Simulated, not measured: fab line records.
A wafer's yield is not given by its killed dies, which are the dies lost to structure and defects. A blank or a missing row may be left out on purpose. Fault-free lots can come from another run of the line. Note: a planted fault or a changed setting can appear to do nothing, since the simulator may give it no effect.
fab line records	flow n5_finfet
record: lots: 6	wafers: 18	last_day: 16
route steps=1938 shown BEOL_M4@1032 PASSIVATION@1936
lots that met no fault: from a run of the same line without faults
start_h: the number of hours between the record's first day and the start of the first shown wafer of the lot	wait_h: hours from the lot's prior step to this one	" the same as in the row above	L1.1+2: a single row standing in for several wafers	- no value, or no start was given	* or withheld: withheld	< > ~ a bound
route shown NAME@n: NAME is a module with steps in the file, n the number in the route of the first one	usual: average and standard deviation across the fault-free wafers	same: alike in all rows	chamber/n: place in a boat	sites: readings site by site	_std_site: how widely they spread, as a standard deviation	_edge_site: inner sites' mean taken away from outer sites' mean	radius_mm: how far each site lies from the wafer's centre	mask NAME#n: copy n	behind: the most recent tool/chamber to have shaped the wafer	hold: cause of the lot's hold/its duration in hours/its outcome	device: which transistor (n, p or np) failed to switch	end of line: tests run on the same wafers once the route is complete	a step without rows: its recipe alone	killed: dies lost to structure and defects at the first sort, not the wafer's yield	map: a wafer's dies, marking killed ones x, the rest . and places with no die _
set.NAME: setting as actually run; set.NAME@STEP: the setting as run at that earlier step	model.NAME: the simulator's own value behind a step, which no gauge read
a table for each step, a row for each wafer; lots at some steps of the route
services: when a tool's chamber went out of use (start_h, in hours from the record's first day, below 0 if earlier), for how many hours, and the reason
== steps ==
step: N5_BEOL_M4_PEB_09
recipe: peb_temp_c: 100	peb_time_s: 60	resist: CAR-EUV
step: N5_BEOL_M4_DEVELOP_10
recipe: develop_time_s: 30	developer: TMAH	resist: CAR-EUV	rinse_liquid: surfactant_rinse	dry: air_spin	dev_temp_c: 23
step: N5_BEOL_M4_CD_MEAS_11
recipe: target_cd_nm: 16.79	landing_energy_ev: 500	detector: se_inlens	polarity: opening
usual: cd_nm: 16.81/0.25
lot.wafer	tool	chamber	start_h	wait_h	cd_nm
L962.1	cd_sem-02	0	178.93	-	16.30
L962.4	"	0	"	"	16.14
L962.6	"	0	"	"	16.66
L964.2	cd_sem-01	0	191.45	-	17.03
L964.5	"	0	"	"	16.62
L964.6	"	0	"	"	17.21
L966.1	cd_sem-02	0	218.81	-	16.49
L966.2	"	0	"	"	17.22
L966.3	"	0	"	"	16.49
L967.3	cd_sem-01	0	225.13	-	17.12
L967.5	"	0	"	"	16.82
L967.6	"	0	"	"	17.03
L972.1	cd_sem-01	0	255.72	-	16.83
L972.5	"	0	"	"	16.93
L972.6	"	0	"	"	16.73
L974.1	cd_sem-01	0	263.81	-	17.00
L974.3	"	0	"	"	16.88
L974.6	"	0	"	"	16.61
step: N5_BEOL_M4_OVL_MEAS_12
recipe: points_per_wafer: 522
usual: M4_OVL: -0.6/0.75
lot.wafer	tool	chamber	start_h	wait_h	M4_OVL[nm]
L962.1	overlay-01	0	178.96	0.0	-0.6
L962.4	"	0	"	"	-0.2
L962.6	"	0	"	"	0.0
L964.2	overlay-02	0	191.48	0.0	-0.5
L964.5	"	0	"	"	-2.3
L964.6	"	0	"	"	-0.8
L966.1	overlay-02	0	218.84	0.0	0.5
L966.2	"	0	"	"	-0.4
L966.3	"	0	"	"	0.8
L967.3	overlay-02	0	225.17	0.0	-1.3
L967.5	"	0	"	"	-1.5
L967.6	"	0	"	"	-1.6
L972.1	overlay-02	0	255.75	0.0	-0.2
L972.5	"	0	"	"	-1.1
L972.6	"	0	"	"	-0.5
L974.1	overlay-02	0	263.84	0.0	-0.2
L974.3	"	0	"	"	0.3
L974.6	"	0	"	"	0.2
step: N5_BEOL_M4_INSPECT_13
recipe: mode: adi	inspect_instrument: brightfield
usual: raw_defect_count: 419/90
lot.wafer	tool	chamber	start_h	wait_h	raw_defect_count
L962.1	defect_inspect-01	-	179.02	0.1	381
L962.4	"	-	"	"	544
L962.6	"	-	"	"	427
L964.2	defect_inspect-02	-	191.54	0.0	422
L964.5	"	-	"	"	320
L964.6	"	-	"	"	261
L966.1	defect_inspect-01	-	218.90	0.1	418
L966.2	"	-	"	"	550
L966.3	"	-	"	"	493
L967.3	defect_inspect-01	-	225.22	0.0	426
L967.5	"	-	"	"	361
L967.6	"	-	"	"	266
L972.1	defect_inspect-02	-	255.81	0.1	351
L972.5	"	-	"	"	371
L972.6	"	-	"	"	310
L974.1	defect_inspect-01	-	263.90	0.1	470
L974.3	"	-	"	"	475
L974.6	"	-	"	"	408
step: N5_BEOL_M4_DESCUM_16
recipe: chemistry: O2	time_s: 7	source_power_w: 50	bias_power_w: 20	pressure_mtorr: 20	rf_frequency_hz: 2.712e+07	temp_c: 40	resist: CAR-EUV	o2_flow_sccm: 225
step: N5_BEOL_M4_ETCH_74
recipe: chemistry: N2/H2	target: underlayer	target_depth_a: 65	mask_material: CAR-EUV	time_s: 5.2	ion_energy_ev: 200	pressure_mtorr: 30	source_w: 840	bias_w: 150	n2_flow_sccm: 200	h2_flow_sccm: 200	ends: cleared
usual: bias_w: 149.9/0.39	drypump_motor_current_A: 5.45/0.25	etch_rf_on_time_s: 5.23/0.15	oes_product_au: 0.67/0.085	rf_vpp_V: 523.4/2.6	showerhead_plenum_p_Torr: 2.52/0.091	throttle_valve_pct: 17.77/0.23
lot.wafer	tool	chamber	start_h	wait_h	bias_w	drypump_motor_current_A	etch_rf_on_time_s	oes_product_au	rf_hours_counter_h	rf_vpp_V	showerhead_plenum_p_Torr	throttle_valve_pct
L962.1	rie_diel-04	3	179.15	0.0	150.5	5.24	5.26	0.63	172	524.0	2.55	17.98
L962.4	"	2	"	"	150.4	5.40	5.22	0.58	249	524.7	2.50	17.70
L962.6	"	3	"	"	150.3	5.22	5.23	0.62	-	525.5	2.55	17.99
L964.2	rie_diel-04	3	191.61	0.0	149.9	5.22	5.26	0.62	177	525.3	2.55	17.97
L964.5	"	0	"	"	149.4	5.53	5.31	0.61	-	524.0	2.52	17.96
L964.6	"	1	"	"	150.0	5.91	5.15	0.61	-	521.5	2.42	17.81
L966.1	rie_diel-04	3	218.97	0.0	150.1	5.24	5.14	0.63	189	523.1	2.54	18.01
L966.2	"	0	"	"	150.2	5.54	5.26	0.60	231	520.6	2.52	17.99
L966.3	"	2	"	"	148.9	5.43	4.96	0.84	10	522.9	2.49	17.24
L967.3	rie_diel-03	2	225.34	0.0	149.9	4.94	5.00	0.77	33	526.5	2.70	17.87
L967.5	"	2	"	"	150.8	4.95	4.98	0.78	-	528.3	2.70	17.85
L967.6	"	0	"	"	150.0	5.84	5.22	0.75	-	525.8	2.60	17.39
L972.1	rie_diel-01	0	255.88	0.0	149.9	5.34	5.59	0.58	234	527.6	2.61	18.00
L972.5	"	3	"	"	150.1	5.26	5.20	0.71	-	520.1	2.46	17.57
L972.6	"	0	"	"	149.9	5.35	5.48	0.57	-	527.1	2.61	17.99
L974.1	rie_diel-01	0	263.97	0.0	149.6	5.36	5.49	0.58	239	525.7	2.61	17.99
L974.3	"	2	"	"	150.7	5.77	5.34	0.61	208	522.6	2.41	17.92
L974.6	"	2	"	"	149.8	5.80	5.33	0.62	-	521.5	2.41	17.95
step: N5_BEOL_M4_ETCH_63
recipe: chemistry: CF4	target: SiARC	target_depth_a: 156	mask_material: CAR-EUV	time_s: 26	ion_energy_ev: 80	pressure_mtorr: 40	source_w: 545	bias_w: 36	Ar_flow_sccm: 100	cf4_flow_sccm: 100	ends: cleared
usual: bias_w: 36.00/0.11	drypump_motor_current_A: 5.45/0.25	etch_rf_on_time_s: 26.1/0.78	oes_product_au: 0.67/0.085	rf_vpp_V: 183.9/1.2	showerhead_plenum_p_Torr: 2.12/0.072	throttle_valve_pct: 15.52/0.21
lot.wafer	tool	chamber	start_h	wait_h	bias_w	drypump_motor_current_A	etch_rf_on_time_s	oes_product_au	rf_hours_counter_h	rf_vpp_V	showerhead_plenum_p_Torr	throttle_valve_pct
L962.1	rie_diel-04	3	179.16	0.0	35.98	5.23	25.9	0.63	172	183.4	2.13	15.58
L962.4	"	2	"	"	36.16	5.39	25.8	0.59	249	183.7	2.11	15.63
L962.6	"	3	"	"	36.20	5.23	26.0	0.63	-	184.9	2.13	15.58
L964.2	rie_diel-04	3	191.62	0.0	36.18	5.22	25.8	0.63	177	183.1	2.12	15.58
L964.5	"	0	"	"	36.16	5.53	26.6	0.61	-	183.1	2.12	15.56
L964.6	"	1	"	"	35.93	5.92	25.9	0.61	-	183.0	2.04	15.68
L966.1	rie_diel-04	3	218.99	0.0	36.04	5.20	25.9	0.62	189	185.5	2.12	15.60
L966.2	"	0	"	"	36.22	5.52	26.4	0.60	231	184.0	2.12	15.61
L966.3	"	2	"	"	36.02	5.39	24.8	0.84	10	183.4	2.11	15.13
L967.3	rie_diel-03	2	225.36	0.0	36.12	4.94	24.6	0.78	33	186.6	2.28	15.58
L967.5	"	2	"	"	36.02	4.94	24.7	0.77	-	184.6	2.28	15.56
L967.6	"	0	"	"	36.09	5.84	25.9	0.75	-	183.9	2.17	14.99
L972.1	rie_diel-01	0	255.90	0.0	35.93	5.34	27.5	0.58	234	186.7	2.19	15.66
L972.5	"	3	"	"	35.82	5.26	25.9	0.71	-	183.8	2.07	15.42
L972.6	"	0	"	"	35.97	5.32	27.6	0.58	-	186.2	2.19	15.67
L974.1	rie_diel-01	0	263.98	0.0	35.68	5.32	27.8	0.58	239	183.4	2.19	15.67
L974.3	"	2	"	"	36.15	5.77	26.7	0.61	208	183.2	2.04	15.77
L974.6	"	2	"	"	36.07	5.76	27.2	0.61	-	182.6	2.04	15.81
step: N5_BEOL_M4_ETCH_64
recipe: chemistry: N2/H2	target: SOC	target_depth_a: 750	overetch_a: 225	mask_material: SiARC	temp_c: 40	time_s: 121.9	ion_energy_ev: 200	pressure_mtorr: 30	source_w: 840	bias_w: 150	n2_flow_sccm: 200	h2_flow_sccm: 200
usual: bias_w: 150.0/0.46	drypump_motor_current_A: 5.45/0.25	oes_product_au: 0.60/0.069	rf_vpp_V: 523.4/2.5	showerhead_plenum_p_Torr: 2.52/0.091	throttle_valve_pct: 17.73/0.23
lot.wafer	tool	chamber	start_h	wait_h	bias_w	drypump_motor_current_A	oes_product_au	rf_hours_counter_h	rf_vpp_V	showerhead_plenum_p_Torr	throttle_valve_pct
L962.1	rie_diel-04	3	179.19	0.0	150.0	5.24	0.57	172	522.9	2.55	17.94
L962.4	"	2	"	"	149.6	5.41	0.52	249	523.4	2.50	17.66
L962.6	"	3	"	"	150.7	5.23	0.57	-	524.4	2.55	17.92
L964.2	rie_diel-04	3	191.65	0.0	149.9	5.22	0.56	177	524.3	2.55	17.94
L964.5	"	0	"	"	150.2	5.51	0.54	-	522.8	2.52	17.93
L964.6	"	1	"	"	150.2	5.92	0.54	-	519.0	2.42	17.76
L966.1	rie_diel-04	3	219.02	0.0	149.8	5.20	0.55	189	523.5	2.54	17.96
L966.2	"	0	"	"	149.2	5.53	0.54	231	522.4	2.52	17.94
L966.3	"	2	"	"	149.9	5.40	0.71	10	523.4	2.49	17.22
L967.3	rie_diel-03	2	225.39	0.0	149.6	4.92	0.67	33	528.1	2.70	17.82
L967.5	"	2	"	"	149.8	4.92	0.67	-	527.6	2.70	17.81
L967.6	"	0	"	"	149.8	5.84	0.67	-	525.5	2.60	17.32
L972.1	rie_diel-01	0	255.92	0.0	149.8	5.35	0.53	234	524.8	2.61	17.96
L972.5	"	3	"	"	150.0	5.28	0.63	-	521.0	2.46	17.50
L972.6	"	0	"	"	149.9	5.36	0.53	-	525.4	2.61	17.95
L974.1	rie_diel-01	0	264.01	0.0	149.6	5.33	0.53	239	527.0	2.61	17.95
L974.3	"	2	"	"	149.8	5.78	0.55	208	520.7	2.41	17.90
L974.6	"	2	"	"	150.0	5.77	0.55	-	519.8	2.41	17.90
step: N5_BEOL_M4_STRIP_65
recipe: chemistry: N2/H2	temp_c: 40	n2_flow_sccm: 200	h2_flow_sccm: 200	rf_frequency_hz: 6e+07
step: N5_BEOL_M4_STRIP_75
recipe: chemistry: N2/H2	temp_c: 40	n2_flow_sccm: 200	h2_flow_sccm: 200	rf_frequency_hz: 6e+07
step: N5_BEOL_M4_STRIP_66
recipe: chemistry: CF4	resist: SiARC	power_w: 300	bias_power_w: 75	pressure_mtorr: 50	cf4_flow_sccm: 150	rf_frequency_hz: 6e+07
usual: drypump_motor_current_A: 5.44/0.25	oes_product_au: 0.78/0.089	rf_vpp_V: 270.9/1.4	showerhead_plenum_p_Torr: 1.78/0.057	throttle_valve_pct: 13.51/0.23
lot.wafer	tool	chamber	start_h	wait_h	drypump_motor_current_A	oes_product_au	rf_hours_counter_h	rf_vpp_V	showerhead_plenum_p_Torr	throttle_valve_pct
L962.1	rie_diel-04	3	179.32	0.0	5.22	0.74	173	269.9	1.79	13.59
L962.4	"	2	"	"	5.40	0.68	249	270.9	1.78	13.68
L962.6	"	3	"	"	5.22	0.73	-	271.6	1.79	13.60
L964.2	rie_diel-04	3	191.78	0.0	5.23	0.73	177	270.5	1.78	13.59
L964.5	"	0	"	"	5.51	0.71	-	271.0	1.77	13.57
L964.6	"	1	"	"	5.93	0.70	-	268.6	1.71	13.64
L966.1	rie_diel-04	3	219.15	0.0	5.22	0.72	190	272.2	1.78	13.63
L966.2	"	0	"	"	5.53	0.70	231	271.1	1.77	13.60
L966.3	"	2	"	"	5.39	0.94	10	270.5	1.77	13.14
L967.3	rie_diel-03	2	225.52	0.0	4.93	0.88	33	272.4	1.90	13.46
L967.5	"	2	"	"	4.93	0.88	-	274.3	1.90	13.46
L967.6	"	0	"	"	5.82	0.88	-	271.8	1.81	12.95
L972.1	rie_diel-01	0	256.06	0.0	5.34	0.69	234	271.1	1.83	13.68
L972.5	"	3	"	"	5.27	0.82	-	271.9	1.74	13.42
L972.6	"	0	"	"	5.31	0.69	-	272.4	1.83	13.67
L974.1	rie_diel-01	0	264.15	0.0	5.33	0.69	239	271.8	1.83	13.69
L974.3	"	2	"	"	5.77	0.72	208	268.7	1.71	13.80
L974.6	"	2	"	"	5.75	0.72	-	268.9	1.71	13.81
step: N5_BEOL_M4_HM_OPEN_17
recipe: chemistry: Cl2/BCl3	target_depth_a: 200	overetch_a: 60	target: TiN	mask_material: SOC	ion_energy_ev: 150	pressure_mtorr: 10	icp_w: 1000	bias_w: 126	Cl2_flow_sccm: 53.25	bcl3_flow_sccm: 21.75	Ar_flow_sccm: 25
usual: bias_w: 126.1/0.38	drypump_motor_current_A: 5.8/0.59	oes_ar_750_au: 0.80/0.11	oes_product_au: 0.69/0.094	throttle_valve_pct: 22.2/0.41
lot.wafer	tool	chamber	start_h	wait_h	bias_w	drypump_motor_current_A	oes_ar_750_au	oes_product_au	rf_hours_counter_h	throttle_valve_pct	model.SOC_of_BEOL_M4_COAT_61.thk_nm
L962.1	rie_metal-01	0	179.36	0.0	126.4	5.9	0.67	0.59	85	22.7	52.2
L962.4	"	0	"	"	125.8	5.9	0.68	0.59	-	22.7	52.2
L962.6	"	1	"	"	125.8	5.4	0.85	0.73	-	22.2	52.2
L964.2	rie_metal-03	0	191.85	0.1	125.8	6.7	0.89	0.78	-	21.5	52.2
L964.5	"	0	"	"	126.1	6.7	0.90	0.78	-	21.5	52
L964.6	"	0	"	"	125.8	6.7	0.89	0.78	-	21.5	52.2
L966.1	rie_metal-01	1	219.19	0.0	126.1	5.4	0.84	0.74	19	22.2	49.6
L966.2	"	0	"	"	125.7	5.9	0.67	0.59	87	22.7	52.2
L966.3	"	0	"	"	125.5	5.9	0.67	0.59	-	22.7	49.6
L967.3	rie_metal-03	1	225.59	0.1	126.0	5.3	0.96	0.82	-	22.3	52.2
L967.5	"	0	"	"	126.0	6.7	0.87	0.76	-	21.5	52
L967.6	"	1	"	"	126.4	5.3	0.96	0.82	-	22.3	52
L972.1	rie_metal-01	1	256.10	0.0	126.1	5.4	0.83	0.72	22	22.3	49.2
L972.5	"	1	"	"	125.9	5.4	0.83	0.73	-	22.2	52
L972.6	"	0	"	"	125.9	5.9	0.67	0.59	-	22.7	52
L974.1	rie_metal-03	0	264.19	0.0	125.8	6.7	0.86	0.74	13	21.5	52.2
L974.3	"	0	"	"	126.0	6.7	0.85	0.75	-	21.5	52
L974.6	"	1	"	"	126.0	5.3	0.93	0.81	-	22.3	51.8
step: N5_BEOL_M4_STRIP_19
recipe: chemistry: O2	power_w: 400	temp_c: 40	pressure_mtorr: 30	rf_frequency_hz: 6e+07	bias_power_w: 0	overash_fraction: 0.2	o2_flow_sccm: 225
usual: drypump_motor_current_A: 5.47/0.25	oes_product_au: 0.79/0.1	rf_vpp_V: 3.7/0.47	showerhead_plenum_p_Torr: 2.07/0.072	throttle_valve_pct: 16.56/0.21
lot.wafer	tool	chamber	start_h	wait_h	drypump_motor_current_A	oes_product_au	rf_hours_counter_h	rf_vpp_V	showerhead_plenum_p_Torr	throttle_valve_pct
L962.1	rie_diel-04	3	179.48	0.1	5.24	0.73	173	4.5	2.08	16.61
L962.4	"	1	"	"	5.92	0.71	208	3.1	1.98	16.62
L962.6	"	1	"	"	5.92	0.72	-	3.9	1.98	16.62
L964.2	rie_diel-04	1	192.06	0.2	5.92	0.71	212	3.0	1.98	16.62
L964.5	"	1	"	"	5.90	0.71	-	4.4	1.98	16.63
L964.6	"	3	"	"	5.24	0.72	-	3.3	2.08	16.61
L966.1	rie_diel-04	3	219.30	0.1	5.22	0.73	190	3.6	2.08	16.64
L966.2	"	0	"	"	5.52	0.71	231	4.2	2.07	16.69
L966.3	"	2	"	"	5.41	0.97	10	4.6	2.06	16.17
L967.3	rie_diel-04	1	225.79	0.2	5.92	0.71	220	3.0	1.98	16.63
L967.5	"	1	"	"	5.92	0.71	-	4.1	1.98	16.64
L967.6	"	0	"	"	5.51	0.70	-	4.0	2.07	16.68
L972.1	rie_diel-04	3	256.24	0.1	5.23	0.70	202	3.0	2.07	16.66
L972.5	"	0	"	"	5.50	0.69	-	3.4	2.07	16.69
L972.6	"	1	"	"	5.91	0.70	-	3.2	1.97	16.66
L974.1	rie_diel-01	0	264.30	0.1	5.33	0.68	239	3.3	2.14	16.71
L974.3	"	2	"	"	5.77	0.71	208	3.4	1.99	16.81
L974.6	"	0	"	"	5.31	0.68	-	3.2	2.14	16.70
step: N5_BEOL_M4_RC_MEAS_101
usual: DIBL_N: 36.8/1.9	DIBL_P: 36.5/2.1	IOFF_N: 0.17/0.038	IOFF_P: 0.22/0.039	ION_N: 675/12	ION_P: 463/7.4	SS_N: 71.6/0.71	SS_P: 73.4/0.72	VT_N: 249/3.3	VT_P: -250/3.3
lot.wafer	tool	chamber	start_h	wait_h	DIBL_N[mV/V]	DIBL_P[mV/V]	IOFF_N[nA/um]	IOFF_P[nA/um]	ION_N[uA/um]	ION_P[uA/um]	SS_N[mV/dec]	SS_P[mV/dec]	VT_N[mV]	VT_P[mV]
L962.1	prober-01	0	195.21	0.0	36.1	36.4	0.17	0.20	673	457	71.9	73.3	249	-252
L962.4	"	0	"	"	33.4	35.0	0.13	0.19	657	456	70.4	73.3	252	-250
L962.6	"	0	"	"	34.6	35.9	0.15	0.20	668	454	71.4	73.4	251	-254
L964.2	prober-02	0	203.72	0.2	38.1	37.3	0.18	0.24	663	455	72.4	74.1	249	-247
L964.5	"	0	"	"	39.0	37.2	0.20	0.23	668	462	72.3	73.4	245	-250
L964.6	"	0	"	"	40.0	40.8	0.23	0.31	688	476	72.6	74.4	244	-245
L966.1	prober-02	0	231.14	0.0	38.4	38.8	0.20	0.25	672	460	72.8	74.0	249	-247
L966.2	"	0	"	"	40.6	41.8	0.26	0.31	689	468	73.0	75.0	245	-243
L966.3	"	0	"	"	38.9	40.3	0.23	0.31	686	473	72.5	74.5	245	-246
L967.3	prober-02	0	235.41	0.3	36.6	35.0	0.16	0.20	681	463	71.7	72.2	247	-251
L967.5	"	0	"	"	36.8	35.5	0.18	0.22	680	464	71.4	72.4	247	-249
L967.6	"	0	"	"	37.4	36.0	0.18	0.21	683	465	71.4	73.0	247	-250
L972.1	prober-01	0	282.44	0.0	38.4	37.4	0.18	0.23	699	476	71.0	73.7	247	-249
L972.5	"	0	"	"	36.6	34.0	0.14	0.18	656	452	71.7	73.0	249	-255
L972.6	"	0	"	"	38.3	37.5	0.18	0.23	696	476	71.2	74.4	246	-248
L974.1	prober-01	0	291.64	0.0	33.5	34.7	0.12	0.19	677	466	70.7	72.1	253	-249
L974.3	"	0	"	"	34.3	35.5	0.15	0.21	679	467	70.9	72.6	248	-248
L974.6	"	0	"	"	34.6	36.5	0.15	0.22	677	466	70.8	73.1	249	-249
step: N5_PASSIVATION_PROBE_49
usual: defect_limited_yield: 91.3/1.4	killed_at_M0_to_M3: 33/11	killed_at_M4_up: 15/6.2	killed_at_contacts: 13/6.5	killed_at_front_end: 38/11	killed_at_other: 3.4/2.6	killed_dies: 102/17	killed_open: 67/12	killed_short: 34/7.9	sort_bin_5_function: 5.1/0.88	sort_bin_6_memory: 3.3/0.65	sort_bin_8_speed: 0.00/0.0099	sort_n_pass: 1078/17	sort_yield_pct: 91.3/1.4
same: gross_dies: 1180	killed_at_back_side: 0	sort_bin_4_leakage[%]: 0
lot.wafer	tool	chamber	start_h	wait_h	defect_limited_yield[%]	killed_at_M0_to_M3	killed_at_M4_up	killed_at_contacts	killed_at_front_end	killed_at_other	killed_dies	killed_open	killed_short	sort_bin_5_function[%]	sort_bin_6_memory[%]	sort_bin_8_speed[%]	sort_n_pass	sort_yield_pct[%]
L962.1	prober-02	-	294.95	0.0	92.0	26	11	33	24	0	94	69	24	5.3	2.6	0	1086	92.0
L962.4	prober-02	-	295.10	0.2	88.6	36	12	20	62	5	135	89	42	6.5	4.2	0	1045	88.6
L962.6	prober-02	-	295.20	0.3	91.4	27	16	17	36	6	102	61	36	4.7	3.2	0	1078	91.4
L967.3	prober-02	-	340.47	0.1	90.1	32	9	10	59	7	117	59	49	6.0	3.1	0	1063	90.1
L967.5	prober-02	-	340.57	0.2	91.4	38	14	12	31	6	101	59	38	4.6	3.7	0	1079	91.4
L967.6	prober-02	-	340.62	0.3	90.3	50	18	10	32	5	115	82	29	5.3	4.1	0	1065	90.3
L972.1	prober-02	-	388.84	0.0	93.3	39	11	6	19	4	79	52	25	4.2	2.4	0	1101	93.3
L972.5	prober-02	-	389.04	0.2	94.2	17	9	13	24	5	68	43	25	3.6	1.9	0	1112	94.2
L972.6	prober-02	-	389.09	0.3	94.2	20	13	10	23	3	69	45	23	3.3	2.5	0	1111	94.2
killed by level:class
L962.1 MOL_CONTACT_COAG:geometric_particle:open=26 MOL_CONTACT_COAG:geometric_particle:short=7 BEOL_M3:geometric_particle:open=6 STI_FIN_REVEAL:geometric_particle:open=5 BEOL_M0_SAQP:geometric_particle:short=5 BEOL_M2:geometric_particle:open=5 FIN_SAQP:geometric_particle:open=3 DUMMY_GATE:geometric_particle:open=3
L962.4 STI_FIN_REVEAL:geometric_particle:open=16 MOL_CONTACT_COAG:geometric_particle:open=16 FIN_SAQP:geometric_particle:open=13 FIN_SAQP:geometric_particle:short=10 BEOL_M0_SAQP:geometric_particle:short=10 BEOL_M0_SAQP:geometric_particle:open=9 BEOL_M1:geometric_particle:open=7 DUMMY_GATE:geometric_particle:open=5
L962.6 MOL_CONTACT_COAG:geometric_particle:open=12 BEOL_M2:geometric_particle:open=10 FIN_SAQP:geometric_particle:open=5 STI_FIN_REVEAL:geometric_particle:open=5 MOL_CONTACT_COAG:geometric_particle:short=5 BEOL_M4:geometric_particle:short=5 FIN_SAQP:geometric_particle:short=4 STI_FIN_REVEAL:geometric_particle:short=4
L967.3 FIN_SAQP:geometric_particle:short=22 BEOL_M3:geometric_particle:open=8 HKMG_FIN:area_etch=7 FIN_SAQP:geometric_particle:open=6 MOL_CONTACT_COAG:geometric_particle:open=6 BEOL_M0_SAQP:geometric_particle:short=6 BEOL_M0_SAQP:geometric_particle:open=5 BEOL_M2:geometric_particle:open=5
L967.5 BEOL_M0_SAQP:geometric_particle:open=13 FIN_SAQP:geometric_particle:short=12 BEOL_M0_SAQP:geometric_particle:short=12 MOL_CONTACT_COAG:geometric_particle:open=11 BEOL_M4:geometric_particle:open=8 FIN_SAQP:geometric_particle:open=6 BEOL_M1:geometric_particle:open=4 BEOL_M3:geometric_particle:open=4
L967.6 BEOL_M3:geometric_particle:open=16 FIN_SAQP:geometric_particle:open=14 BEOL_M0_SAQP:geometric_particle:short=9 MOL_CONTACT_COAG:geometric_particle:open=9 BEOL_M0_SAQP:geometric_particle:open=8 BEOL_M4:geometric_particle:open=7 STI_FIN_REVEAL:geometric_particle:open=6 BEOL_M0:geometric_particle:open=6
L972.1 BEOL_M1:geometric_particle:open=11 BEOL_M2:geometric_particle:open=8 FIN_SAQP:geometric_particle:open=5 BEOL_M0_SAQP:geometric_particle:open=5 BEOL_M0_SAQP:geometric_particle:short=5 BEOL_M3:geometric_particle:short=4 STI_FIN_REVEAL:geometric_particle:open=3 MOL_CONTACT_COAG:geometric_particle:short=3
L972.5 FIN_SAQP:geometric_particle:open=8 MOL_CONTACT_COAG:geometric_particle:open=8 MOL_CONTACT_COAG:geometric_particle:short=5 BEOL_M5:geometric_particle:short=5 BEOL_M0_SAQP:geometric_particle:open=4 STARTING-WAFER:geometric_particle:open=4 BEOL_M0_SAQP:geometric_particle:short=3 BEOL_M1:geometric_particle:open=3
L972.6 MOL_CONTACT_COAG:geometric_particle:open=7 FIN_SAQP:geometric_particle:open=4 BEOL_M1:geometric_particle:open=4 BEOL_M6:geometric_particle:open=4 STARTING-WAFER:geometric_particle:short=4 STARTING-WAFER:geometric_particle:open=4 GATE_CUT:geometric_particle:short=3 MOL_CONTACT_COAG:geometric_particle:short=3
== services ==
tool	chamber	start_h	hours	kind
rie_diel-04	0	165.31	3.0	repair
rie_metal-03	1	171.07	-	clean
rie_metal-03	1	171.07	25.3	scheduled_down
rie_metal-03	1	171.07	25.3	vent_cycle
rie_diel-04	2	183.03	-	clean
rie_diel-04	2	183.03	-	consumable_replace:focus_ring
rie_diel-04	2	183.03	14.3	scheduled_down
rie_diel-04	2	183.03	14.3	vent_cycle
rie_diel-03	1	218.97	-	clean
rie_diel-03	1	218.97	-	consumable_replace:focus_ring
rie_diel-03	1	218.97	17.2	scheduled_down
rie_diel-03	1	218.97	17.2	vent_cycle
rie_diel-04	1	232.60	8.5	repair
rie_diel-01	3	236.72	4.0	repair
rie_metal-03	-	256.46	0.9	repair
rie_diel-01	1	259.55	-	clean
rie_diel-01	1	259.55	-	consumable_replace:focus_ring
rie_diel-01	1	259.55	-	consumable_replace:showerhead
rie_diel-01	1	259.55	32.3	scheduled_down
rie_diel-01	1	259.55	32.3	vent_cycle
rie_diel-04	2	262.52	29.1	repair
== key ==
first_sign none at tools or gauges
model_effect: step: N5_BEOL_M4_HM_OPEN_17	value: SOC_of_BEOL_M4_COAT_61.thk_nm	without: 52.07	struck: 49.47
met_at N5_BEOL_M4_HM_OPEN_17
struck_wafers L966.1,L966.3,L972.1
onset_between 179.36 219.19
fault: kind: process_parameter_drift	tool: rie_metal-01	chamber: -	onset_h: 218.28	steps: N5_BEOL_M4_HM_OPEN_17	channel: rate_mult	offset: 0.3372	shape: step	end_h: 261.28	scope: struck_wafers_only
